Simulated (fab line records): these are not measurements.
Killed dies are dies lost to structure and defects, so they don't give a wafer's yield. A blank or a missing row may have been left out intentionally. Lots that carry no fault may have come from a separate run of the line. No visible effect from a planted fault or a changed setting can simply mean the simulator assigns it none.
fab line records	flow n5-finfet
[record] lots = 7	wafers = 21
route steps=1938 shown BEOL_M14@1722 BEOL_M15@1779 MIM_BOT@1833 MIM_BOT_ETCH@1866 PASSIVATION@1915
start-h: the number of hours between the record's first day and the start of the first shown wafer of the lot	wait-h: time in hours since the lot's previous step	" same as the row above	L1.1+2: a single row standing in for several wafers	- either no value or no given start	* or withheld: withheld	< > ~ a bound
route shown NAME@n: names a module that has steps shown in the file, with the first one's number in the route	usual: mean and standard deviation over wafers with no fault	same: alike in all rows	chamber/n: place in a boat	sites: readings site by site	_std_site: standard deviation of those values	_edge_site: the outer-site mean with the inner-site mean subtracted	radius-mm: how far each site lies from the wafer's centre	mask NAME#n: copy n	behind: tool/chamber where the wafer was last shaped	hold: what put the lot on hold/how long, in hours/how the hold closed	device: whichever transistor did not switch (one of n, p or np)	end of line: tests of these same wafers at the route's end	where a step has no rows: the recipe by itself	killed: count of dies lost to structure and defects at first sort (not the wafer's yield)	map: the dies of a wafer, with x for killed, . for not killed, _ for no die there
set.NAME: the run value of the setting; set.NAME@STEP: its run value at that earlier step	model.NAME: the simulator's own value behind a step, which no gauge read
lots with deliberately changed settings; one table per step, one row per wafer
[[steps]]
[step N5_BEOL_M14_EXPOSE_07]
[recipe] mask-id = V13	na = 0.8	source-shape = annular	sigma-inner = 0.5	sigma-outer = 0.8	polarization = unpolarized	attpsm-phase-deg = 180	dose-mj = 57
lot.wafer	tool	chamber	start-h	wait-h	mask	set.dose-mj
L076.1+2+6	krf-scanner-02	0	250.89	-	V13#0	57
L078.1	krf-scanner-01	0	275.62	-	V13#0	54.14
L078.4+5	"	0	"	"	V13#0	57
L081.3+4+6	krf-scanner-02	0	290.76	-	V13#0	57
L085.2+6	krf-scanner-01	0	307.06	-	V13#0	58.13
L085.5	"	0	"	"	V13#0	57
L084.1+6	krf-scanner-02	0	307.33	-	V13#0	57
L084.4	"	0	"	"	V13#0	54.19
L088.1+5+6	krf-scanner-01	0	336.28	-	V13#0	57
L090.1+2+5	krf-scanner-02	0	340.07	-	V13#0	57
[step N5_BEOL_M14_PEB_08]
[recipe] peb-temp-c = 130	peb-time-s = 90
[step N5_BEOL_M14_DEVELOP_09]
[recipe] develop-time-s = 45	rinse-liquid = diw	dry = air-spin	dev-temp-c = 21
[step N5_BEOL_M14_HARDBAKE_14]
[recipe] temp-c = 130	time-s = 120
[step N5_BEOL_M14_CD_MEAS_10]
[recipe] target-cd-nm = 250	landing-energy-ev = 500	detector = se-inlens	polarity = opening
[usual] cd-nm = 250.3/1.7
lot.wafer	tool	chamber	start-h	wait-h	set.dose-mj@BEOL_M14_EXPOSE_07	cd-nm
L076.1	cd-sem-03	0	251.07	-	57	252.5
L076.2	"	0	"	"	57	251.5
L076.6	"	0	"	"	57	253.4
L078.1	cd-sem-02	0	275.79	-	54.14	241.1
L078.4	"	0	"	"	57	248.6
L078.5	"	0	"	"	57	248.8
L081.3	cd-sem-03	0	290.92	-	57	251.6
L081.4	"	0	"	"	57	249.8
L081.6	"	0	"	"	57	247.2
L085.2	cd-sem-02	0	307.23	-	58.13	249.9
L085.5	"	0	"	"	57	247.2
L085.6	"	0	"	"	58.13	252.3
L084.1	cd-sem-03	0	307.50	-	57	252.9
L084.4	"	0	"	"	54.19	242.6
L084.6	"	0	"	"	57	250.6
L088.1	cd-sem-02	0	336.45	-	57	248.7
L088.5	"	0	"	"	57	251.6
L088.6	"	0	"	"	57	252.3
L090.1	cd-sem-02	0	340.24	-	57	253.1
L090.2	"	0	"	"	57	251.8
L090.5	"	0	"	"	57	251.9
[step N5_BEOL_M14_DESCUM_15]
[recipe] chemistry = O2	time-s = 7.9	source-power-w = 50	bias-power-w = 20	pressure-mtorr = 20	rf-frequency-hz = 2.712e+07	temp-c = 40	o2-flow-sccm = 225
[step N5_BEOL_M14_ETCH_59]
[recipe] chemistry = N2/H2	target = BARC	target-depth-a = 890	overetch-a = 267	time-s = 67.9	ion-energy-ev = 200	pressure-mtorr = 30	source-w = 840	bias-w = 150	n2-flow-sccm = 200	h2-flow-sccm = 200
[step N5_BEOL_M14_VIA_ETCH_16]
[recipe] chemistry = C4F8/O2/Ar	target = SiO2	he-inner-torr = 15	he-outer-torr = 30	target-depth-a = 12313	time-s = withheld	ion-energy-ev = 800	pressure-mtorr = 20	source-w = 1905	bias-w = 2040	Ar_flow_sccm = 400	C4F8_flow_sccm = 16	O2_flow_sccm = 12	ends = cleared
lot.wafer	tool	chamber	start-h	wait-h	set.time-s@BEOL_M14_ILD_DEP_00	model.etch.depth-nm	model.coat_of_BEOL_M14_COAT_04.thk-nm
L076.1	rie-diel-05	1	251.24	0.0	*	1109	451.6
L076.2	"	0	"	"	*	1116	455.4
L076.6	"	1	"	"	*	1126	445.4
L078.1	rie-diel-01	3	276.42	0.0	*	1262	414.8
L078.4	"	2	"	"	*	1288	410.8
L078.5	"	0	"	"	*	1114	455.6
L081.3	rie-diel-02	2	291.10	0.0	*	1098	456
L081.4	"	3	"	"	*	1010	477.2
L081.6	"	0	"	"	*	992.4	477.2
L085.2	rie-diel-05	3	307.41	0.0	*	1129	455.4
L085.5	"	2	"	"	*	1148	448.8
L085.6	"	3	"	"	*	1124	456.2
L084.1	rie-diel-02	1	307.68	0.0	*	1121	451.8
L084.4	"	2	"	"	*	1118	452.4
L084.6	"	0	"	"	*	1145	438.6
L088.1	rie-diel-01	2	336.99	0.0	*	1153	444.8
L088.5	"	3	"	"	*	1128	448.8
L088.6	"	0	"	"	*	1188	439
L090.1	rie-diel-01	0	340.47	0.0	*	1100	457.8
L090.2	"	2	"	"	*	1105	457
L090.5	"	0	"	"	*	1233	426.8
[step N5_BEOL_M14_STRIP_63]
[recipe] chemistry = O2	power-w = 600	temp-c = 60	pressure-mtorr = 30	rf-frequency-hz = 6e+07	bias-power-w = 0	overash-fraction = 0.3	o2-flow-sccm = 225
[step N5_BEOL_M14_STRIP_64]
[recipe] chemistry = O2	power-w = 600	temp-c = 60	pressure-mtorr = 30	rf-frequency-hz = 6e+07	bias-power-w = 0	overash-fraction = 0.3	o2-flow-sccm = 225
[step N5_BEOL_M14_STRIP_71]
[recipe] chemistry = post-etch-residue-remover	time-s = 60	temp-c = 25	remover-ph = withheld	remover-water-wt-pct = withheld	remover-fluoride-wt-pct = withheld
[step N5_BEOL_M14_SRD_72]
[recipe] time-s = 30	temp-c = 23	rinse-liquid = diw	dry = n2-spin	spin-rpm = 1500	dry-time-s = 30
[step N5_BEOL_M14_CD_MEAS_17]
[recipe] target-cd-nm = 250	polarity = opening
[usual] cd-nm = 251.0/2.1
lot.wafer	tool	chamber	start-h	wait-h	set.dose-mj@BEOL_M14_EXPOSE_07	cd-nm
L076.1	cd-sem-01	-	251.59	0.0	57	252.2
L076.2	"	-	"	"	57	250.8
L076.6	"	-	"	"	57	253.0
L078.1	cd-sem-01	-	276.77	0.0	54.14	243.7
L078.4	"	-	"	"	57	251.9
L078.5	"	-	"	"	57	248.2
L081.3	cd-sem-03	-	291.45	0.0	57	252.6
L081.4	"	-	"	"	57	247.6
L081.6	"	-	"	"	57	248.8
L085.2	cd-sem-03	-	307.76	0.0	58.13	252.5
L085.5	"	-	"	"	57	247.1
L085.6	"	-	"	"	58.13	254.8
L084.1	cd-sem-02	-	308.03	0.0	57	254.9
L084.4	"	-	"	"	54.19	244.4
L084.6	"	-	"	"	57	254.8
L088.1	cd-sem-01	-	337.34	0.0	57	249.5
L088.5	"	-	"	"	57	251.5
L088.6	"	-	"	"	57	252.3
L090.1	cd-sem-02	-	340.82	0.0	57	252.9
L090.2	"	-	"	"	57	252.5
L090.5	"	-	"	"	57	254.0
[step N5_BEOL_M15_EXPOSE_07]
[recipe] mask-id = V14	na = 0.8	source-shape = annular	sigma-inner = 0.5	sigma-outer = 0.8	polarization = unpolarized	attpsm-phase-deg = 180	dose-mj = 41.25
lot.wafer	tool	chamber	start-h	wait-h	mask	set.dose-mj
L076.1+2+6	krf-scanner-02	0	258.76	-	V14#0	41.25
L078.1+4+5	krf-scanner-02	0	281.40	-	V14#0	41.25
L081.3+6	krf-scanner-02	0	295.75	-	V14#0	41.25
L081.4	"	0	"	"	V14#0	38.22
L085.2+5	krf-scanner-02	0	312.93	-	V14#0	40.3
L085.6	"	0	"	"	V14#0	41.25
L084.1	krf-scanner-01	0	313.30	-	V14#0	41.25
L084.4+6	"	0	"	"	V14#0	43.74
L088.1+5+6	krf-scanner-01	0	342.24	-	V14#0	41.25
L090.1	krf-scanner-02	0	345.05	-	V14#0	41.25
L090.2+5	"	0	"	"	V14#0	39.26
[step N5_BEOL_M15_PEB_08]
[recipe] peb-temp-c = 130	peb-time-s = 90
[step N5_BEOL_M15_DEVELOP_09]
[recipe] develop-time-s = 45	rinse-liquid = diw	dry = air-spin	dev-temp-c = 21
[step N5_BEOL_M15_HARDBAKE_14]
[recipe] temp-c = 130	time-s = 120
[step N5_BEOL_M15_CD_MEAS_10]
[recipe] target-cd-nm = 360	landing-energy-ev = 500	detector = se-inlens	polarity = opening
[usual] cd-nm = 360.3/1.5
lot.wafer	tool	chamber	start-h	wait-h	set.dose-mj@BEOL_M15_EXPOSE_07	cd-nm
L076.1	cd-sem-03	0	258.93	-	41.25	360.7
L076.2	"	0	"	"	41.25	361.1
L076.6	"	0	"	"	41.25	359.1
L078.1	cd-sem-02	0	281.57	-	41.25	357.8
L078.4	"	0	"	"	41.25	362.0
L078.5	"	0	"	"	41.25	360.9
L081.3	cd-sem-01	0	295.92	-	41.25	363.0
L081.4	"	0	"	"	38.22	348.9
L081.6	"	0	"	"	41.25	360.2
L085.2	cd-sem-01	0	313.10	-	40.3	358.5
L085.5	"	0	"	"	40.3	359.9
L085.6	"	0	"	"	41.25	361.0
L084.1	cd-sem-03	0	313.47	-	41.25	361.7
L084.4	"	0	"	"	43.74	371.0
L084.6	"	0	"	"	43.74	371.9
L088.1	cd-sem-02	0	342.41	-	41.25	359.5
L088.5	"	0	"	"	41.25	360.6
L088.6	"	0	"	"	41.25	359.9
L090.1	cd-sem-03	0	345.22	-	41.25	360.7
L090.2	"	0	"	"	39.26	352.6
L090.5	"	0	"	"	39.26	351.2
[step N5_BEOL_M15_STRIP_63]
[recipe] chemistry = O2	power-w = 600	temp-c = 60	pressure-mtorr = 30	rf-frequency-hz = 6e+07	bias-power-w = 0	overash-fraction = 0.3	o2-flow-sccm = 225
lot.wafer	tool	chamber	start-h	wait-h	set.pressure-mtorr
L076.1+2+6	rie-diel-03	0,1,1	-	-	30
L078.1+4+5	rie-diel-06	3,0,3	-	-	30
L081.3+4+6	rie-diel-04	3,0,0	-	-	33.13
L085.2+5+6	rie-diel-03	3,2,0	-	-	26.76
L084.1+4+6	rie-diel-06	2,1,1	-	-	23.59
L088.1+5+6	rie-diel-06	2,0,2	-	-	26.55
L090.1+2+5	rie-diel-06	2,3,3	-	-	26.77
[step N5_BEOL_M15_STRIP_64]
[recipe] chemistry = O2	power-w = 600	temp-c = 60	pressure-mtorr = 30	rf-frequency-hz = 6e+07	bias-power-w = 0	overash-fraction = 0.3	o2-flow-sccm = 225
[step N5_BEOL_M15_STRIP_65]
[recipe] chemistry = post-etch-residue-remover	time-s = 60	temp-c = 25	remover-ph = withheld	remover-water-wt-pct = withheld	remover-fluoride-wt-pct = withheld
[step N5_BEOL_M15_SRD_66]
[recipe] time-s = 30	temp-c = 23	rinse-liquid = diw	dry = n2-spin	spin-rpm = 1500	dry-time-s = 30
[step N5_BEOL_M15_CD_MEAS_17]
[recipe] target-cd-nm = 360	polarity = opening
[usual] cd-nm = 361.1/1.8
lot.wafer	tool	chamber	start-h	wait-h	set.dose-mj@BEOL_M15_EXPOSE_07	cd-nm
L076.1	cd-sem-03	-	259.52	0.0	41.25	361.5
L076.2	"	-	"	"	41.25	360.7
L076.6	"	-	"	"	41.25	360.9
L078.1	cd-sem-01	-	282.19	0.0	41.25	359.6
L078.4	"	-	"	"	41.25	362.0
L078.5	"	-	"	"	41.25	362.0
L081.3	cd-sem-03	-	296.51	0.0	41.25	364.2
L081.4	"	-	"	"	38.22	348.6
L081.6	"	-	"	"	41.25	361.5
L085.2	cd-sem-02	-	313.69	0.0	40.3	359.3
L085.5	"	-	"	"	40.3	359.1
L085.6	"	-	"	"	41.25	360.5
L084.1	cd-sem-03	-	314.06	0.0	41.25	363.3
L084.4	"	-	"	"	43.74	370.6
L084.6	"	-	"	"	43.74	371.7
L088.1	cd-sem-02	-	343.10	0.0	41.25	359.0
L088.5	"	-	"	"	41.25	361.6
L088.6	"	-	"	"	41.25	360.3
L090.1	cd-sem-02	-	345.81	0.0	41.25	360.7
L090.2	"	-	"	"	39.26	353.4
L090.5	"	-	"	"	39.26	352.7
[step N5_BEOL_M15_CMP_49]
[recipe] stop-on = SiO2	t-overpolish-s = 4.9	down-force-psi = 2	platen-rpm = 80	clearing-platen-down-force-psi = 2	clearing-platen-rpm = 80	post-cmp-clean = cu-alkaline	target-thk-nm = 850	clearing-platen-pad-velocity-m-s = 1.5917	pad-velocity-m-s = 1.5917
[usual] barrier-field-endpoint-s = 11.39/0.28
lot.wafer	tool	chamber	start-h	wait-h	set.down-force-psi	barrier-field-endpoint-s
L076.1	cmp-03	3	266.64	0.3	2	11.78
L076.2	"	0	"	"	2	11.46
L076.6	"	2	"	"	2	11.47
L078.1	cmp-03	1	285.05	0.3	2	11.72
L078.4	"	3	"	"	2	11.38
L078.5	"	0	"	"	2.415	9.42
L081.4	cmp-03	2	300.58	0.2	2	11.21
L081.3	"	0	"	"	2.185	10.33
L081.6	"	3	"	"	2.185	10.29
L085.2	cmp-02	3	318.39	0.3	2.306	9.93
L085.6	"	1	"	"	2	11.41
L085.5	"	2	"	"	2	11.47
L084.1	cmp-03	1	318.71	0.3	2	11.52
L084.4	"	3	"	"	2	11.88
L084.6	"	0	"	"	1.584	14.80
L088.1	cmp-02	2	352.06	0.3	1.769	12.88
L088.6	"	0	"	"	2	11.46
L088.5	"	1	"	"	2	11.32
L090.1	cmp-04	1	352.78	0.3	2	11.27
L090.2	"	2	"	"	2	11.62
L090.5	"	3	"	"	2	11.15
[step N5_MIM_BOT_SPUTTER_00]
[recipe] material = TiN	target-thk-a = 350	temp-c = 200	power-w = 3000	chamber-pressure-pa = 0.49996	gas = Ar	reactive-partial-pa = 0.37997	time-s = 89.7
lot.wafer	tool	chamber	start-h	wait-h	set.time-s	model.TiN_of_MIM_BOT_SPUTTER_00.thk-nm
L076.1	pvd-sputter-01	-	268.24	0.0	89.7	35.4
L076.2	"	-	"	"	89.7	35.2
L076.6	"	-	"	"	89.7	35.6
L078.1+4	pvd-sputter-02	-	287.76	0.0	89.7	35.4
L078.5	"	-	"	"	89.7	35
L081.3+4	pvd-sputter-03	-	302.11	0.0	89.7	34.6
L081.6	"	-	"	"	94.77	36.8
L085.2	pvd-sputter-01	-	320.76	0.0	77.08	30.4
L085.5	"	-	"	"	77.08	30.6
L085.6	"	-	"	"	89.7	35.2
L084.1	pvd-sputter-01	-	320.88	0.0	89.7	35.4
L084.4	"	-	"	"	99.18	39
L084.6	"	-	"	"	89.7	35
L088.1+5	pvd-sputter-01	-	354.33	0.0	89.7	35.2
L088.6	"	-	"	"	89.7	34.8
L090.1	pvd-sputter-01	-	354.53	0.0	102.6	39.8
L090.2+5	"	-	"	"	89.7	35
[step N5_MIM_BOT_ETCH_ETCH_04]
[recipe] chemistry = CF4/O2	target = SiNx	target-depth-a = 260	time-s = 13	ion-energy-ev = 100	pressure-mtorr = 40	source-w = 535	bias-w = 49	Ar_flow_sccm = 100	cf4-flow-sccm = 100	O2_flow_sccm = 10
lot.wafer	tool	chamber	start-h	wait-h	set.time-s	model.etch.depth-nm
L076.1	rie-diel-02	1	274.71	0.0	13	26.7
L076.2	"	2	"	"	13	25.62
L076.6	"	2	"	"	13	25.45
L078.1	rie-diel-01	0	290.32	0.0	13	25.86
L078.4	"	2	"	"	13	25.18
L078.5	"	0	"	"	13	25.83
L081.3	rie-diel-05	2	303.99	0.0	12.23	24.42
L081.4	"	0	"	"	12.23	23.91
L081.6	"	2	"	"	13	25.75
L085.2	rie-diel-02	2	323.12	0.0	14.46	28.76
L085.5	"	2	"	"	14.46	28.89
L085.6	"	3	"	"	13	26.41
L084.1	rie-diel-02	1	323.32	0.0	13	26.87
L084.4	"	2	"	"	13	25.86
L084.6	"	1	"	"	13	26.99
L088.1	rie-diel-01	3	359.16	0.0	12	23.88
L088.5	"	2	"	"	12	23.43
L088.6	"	1	"	"	13	27.34
L090.1	rie-diel-02	3	359.67	0.0	13	26.68
L090.2	"	2	"	"	13	26.14
L090.5	"	1	"	"	13	27.11
[step N5_PASSIVATION_PECVD_53]
[recipe] material = SiO2	target-thk-a = 8000	temp-c = 400	precursor = TEOS/O2	pressure-torr = 6.5	rf-w = withheld	teos-flow-sccm = withheld	gas = O2	flow-sccm = 2650	time-s = 169.4
lot.wafer	tool	chamber	start-h	wait-h	set.time-s	model.SiO2_of_PASSIVATION_PECVD_53.thk-nm
L076.1	pecvd-03	1	279.41	0.0	169.4	802.8
L076.2	"	2	"	"	169.4	794.4
L076.6	"	1	"	"	169.4	820.6
L078.1	pecvd-03	1	296.53	0.0	147.8	698.8
L078.4	"	0	"	"	147.8	704.8
L078.5	"	2	"	"	169.4	805
L081.3	pecvd-04	0	312.34	0.0	169.4	799
L081.4	"	2	"	"	152.8	742.4
L081.6	"	0	"	"	152.8	730.8
L085.2	pecvd-03	0	329.15	0.0	169.4	793.8
L085.5	"	2	"	"	169.4	800.2
L085.6	"	0	"	"	169.4	803.8
L084.1	pecvd-04	0	329.54	0.0	184.3	864.8
L084.4	"	2	"	"	184.3	866.6
L084.6	"	1	"	"	169.4	801.4
L088.1	pecvd-03	0	364.61	0.0	150.7	722.4
L088.5	"	0	"	"	169.4	814.2
L088.6	"	1	"	"	150.7	743.2
L090.1	pecvd-04	1	365.91	0.0	181.2	853.8
L090.2	"	0	"	"	181.2	859.2
L090.5	"	1	"	"	169.4	793.6
[[key]]
[split] step = N5_BEOL_M14_EXPOSE_07	setting = dose-mj	stated = 57	by = wafer
[response] step = N5_BEOL_M14_CD_MEAS_10	reading = cd-nm	change = +1.71	per = 1%	r = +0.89
[response] step = N5_BEOL_M14_CD_MEAS_17	reading = cd-nm	change = +1.81	per = 1%	r = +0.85
[split] step = N5_BEOL_M15_EXPOSE_07	setting = dose-mj	stated = 41.25	by = wafer
[response] step = N5_BEOL_M15_CD_MEAS_10	reading = cd-nm	change = +1.67	per = 1%	r = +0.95
[response] step = N5_BEOL_M15_CD_MEAS_17	reading = cd-nm	change = +1.61	per = 1%	r = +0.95
[split] step = N5_BEOL_M15_STRIP_63	setting = pressure-mtorr	stated = 30	by = lot
response none clear
[split] step = N5_BEOL_M15_CMP_49	setting = down-force-psi	stated = 2	by = wafer
[response] step = N5_BEOL_M15_CMP_49	reading = barrier-field-endpoint-s	change = -0.12	per = 1%	r = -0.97
[split] step = N5_MIM_BOT_SPUTTER_00	setting = time-s	stated = 89.7	by = wafer
[response] step = N5_MIM_BOT_SPUTTER_00	reading = model.TiN_of_MIM_BOT_SPUTTER_00.thk-nm	change = +0.342	per = 1%	r = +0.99
[split] step = N5_MIM_BOT_ETCH_ETCH_04	setting = time-s	stated = 13	by = wafer
[response] step = N5_MIM_BOT_ETCH_ETCH_04	reading = model.etch.depth-nm	change = +0.294	per = 1%	r = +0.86
[split] step = N5_PASSIVATION_PECVD_53	setting = time-s	stated = 169.4	by = wafer
[response] step = N5_PASSIVATION_PECVD_53	reading = model.SiO2_of_PASSIVATION_PECVD_53.thk-nm	change = +7.56	per = 1%	r = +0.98
split outside-this-file step=N5_BEOL_M14_ILD_DEP_00 setting=time-s
// split outside-this-file: this setting was split too, and the file shows its column; the key of that split is in another file
